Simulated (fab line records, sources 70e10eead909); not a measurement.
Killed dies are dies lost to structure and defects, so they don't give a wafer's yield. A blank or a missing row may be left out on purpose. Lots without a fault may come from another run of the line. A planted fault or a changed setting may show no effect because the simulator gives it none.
A struck lot beside a sound one | flow nand_harc | 14 steps out of a route of 1302
Sound: wafers L367.1, L367.3, L367.5. Struck: wafer L381.1. (L381.3 of the same lot was not struck and is left out.) The cause comes at the end.
At each step with rows: each side's tool, then ch and its chambers, then its first start. Under that, the readings that differ: sound wafers | struck wafers | difference of the means | sigmas: that difference in standard deviations of wafers without a fault.
alike: readings whose means differ by less than 2 such deviations, and words and numbers that are the same on both sides. not compared: withheld readings, readings that some wafer has no value for, bounds like >300 that may hide the same value, and numbers for which the record gives no deviation and whose values overlap.
The two part at a step that has a row with sigmas, a row that says differs or no value, or rows on one side only. Numbers that don't overlap but have no deviation are shown without sigmas and don't part them. A reading that every wafer of one side lacks parts them only if that side has two wafers or more.

NHARC_A_CHANNEL_HOLE_D2_STRIP_28: strips in O2.
  sound on rie_diel-05 ch 0,1,3; struck on rie_diel-04 ch 3
  alike: drypump_motor_current_A, mfc_ar_sccm, oes_product_au, rf_vpp_V, showerhead_plenum_p_Torr, throttle_valve_pct
  not compared: rf_hours_counter_h
then, 2 steps without rows for these wafers: NHARC_A_CHANNEL_HOLE_D2_PRECLEAN_29 (cleans in SC1); NHARC_A_CHANNEL_HOLE_D2_SRD_30.
NHARC_A_CHANNEL_HOLE_D2_CD_MEAS_31:
  sound on cd_sem-01, day 15 19:32; struck on cd_sem-03, day 20 21:37
  alike: cd_nm
then, 1 step without rows for these wafers: NHARC_A_CHANNEL_HOLE_D2_XSEM_32.
NHARC_A_CHANNEL_HOLE_D2_INSPECT_40:
  sound on defect_inspect-01, day 15 19:44; struck on defect_inspect-02, day 20 21:49
  alike: raw_defect_count
then, 2 steps without rows for these wafers: NHARC_A_CHANNEL_FILL_D2_PRECLEAN_00 (cleans in SC1); NHARC_A_CHANNEL_FILL_D2_SRD_01.
NHARC_A_CHANNEL_FILL_D2_ALD_02: deposits SiO2, target thk 6 nm, pulse time 10 s, ald cycles 60.
  sound on ald_hk-04 ch 0,1, day 15 20:56; struck on ald_hk-03 ch 3, day 20 22:00
  alike: heater_power_w, precursor_pulse_height_rel
  not compared: ald_cycles
NHARC_A_CHANNEL_FILL_D2_ALD_03: deposits SiNx, target thk 6 nm, pulse time 60 s, ald cycles 58.
  sound on ald_sin_batch-02 ch 0; struck on ald_sin_batch-02 ch 0
  alike: precursor_pulse_height_rel
  not compared: ald_cycles
NHARC_A_CHANNEL_FILL_D2_ALD_14: deposits SiO2, target thk 2.5 nm, pulse time 10 s, ald cycles 25.
  sound on ald_hk-03 ch 2,3, day 16 03:58; struck on ald_hk-03 ch 2, day 21 04:36
  alike: heater_power_w, precursor_pulse_height_rel
  not compared: ald_cycles
NHARC_A_CHANNEL_FILL_D2_ALD_15: deposits SiNx, target thk 2 nm, pulse time 60 s, ald cycles 19.
  sound on ald_sin_batch-01 ch 0; struck on ald_sin_batch-02 ch 0
  alike: precursor_pulse_height_rel
  not compared: ald_cycles
NHARC_A_CHANNEL_FILL_D2_ALD_16: deposits SiO2, target thk 1.5 nm, pulse time 10 s, ald cycles 15.
  sound on ald_hk-03 ch 2,3, day 16 09:08; struck on ald_hk-02 ch 3, day 21 09:57
  reading    | sound    | struck | difference | sigmas
  ald_cycles | 15 15 15 | 12     | -3         |
  alike: heater_power_w, precursor_pulse_height_rel
then, 1 step without rows for these wafers: NHARC_A_CHANNEL_FILL_D2_ANNEAL_17 (time 1800 s).

WHERE THEY PART
Nowhere in this record.

WHY: what the simulator had put in
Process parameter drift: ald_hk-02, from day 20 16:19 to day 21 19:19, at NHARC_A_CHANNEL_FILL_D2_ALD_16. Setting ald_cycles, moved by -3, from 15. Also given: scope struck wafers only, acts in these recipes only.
